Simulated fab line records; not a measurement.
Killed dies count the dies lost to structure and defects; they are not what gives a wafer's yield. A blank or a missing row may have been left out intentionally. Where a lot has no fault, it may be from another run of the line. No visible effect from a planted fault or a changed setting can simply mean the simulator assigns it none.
Chamber matching -- flow nand_harc -- rie_diel-13 running NHARC_A_STAIRCASE_TRIM_12: 4 sister chambers
The step chemistry O2, time 211.2 s. 4 wafers are shown with their chamber, then 7 later ones without.

== EACH WAFER AND ITS CHAMBER ==
wafer,chamber,drypump_motor_current_A (A)
L282.3,0,5.3
L284.1,2,4.9
L294.1,3,6.0
L294.4,1,6.5

== WAFERS WITHOUT THEIR CHAMBER ==
wafer,drypump_motor_current_A (A)
L294.5,6.5
L297.2,6.5
L297.3,6.1
L297.5,6.6
L300.2,4.9
L300.3,5.3
L300.5,4.9

== EACH ONE'S CHAMBER ==
wafer,from the rows above,in truth
L294.5,1,1
L297.2,1,1
L297.3,3,3
L297.5,1,1
L300.2,2,2
L300.3,0,0
L300.5,2,2
Correct placement for 7 of the 7. From these rows, 0 cannot be placed. 0 placed wrongly.
How it was worked out, from the rows above alone: a wafer's distance from a chamber is the root of the sum, over the readings, of the square of ((its reading less the chamber's mean) divided by the reading's scatter). The wafer belongs to the nearest chamber; if the next one is less than 2 further off, it can't be placed. For every chamber, the mean is computed from those of its wafers that are shown. The scatter: root of mean squared gap, hidden wafer to nearest shown wafer, with one shown wafer a chamber.
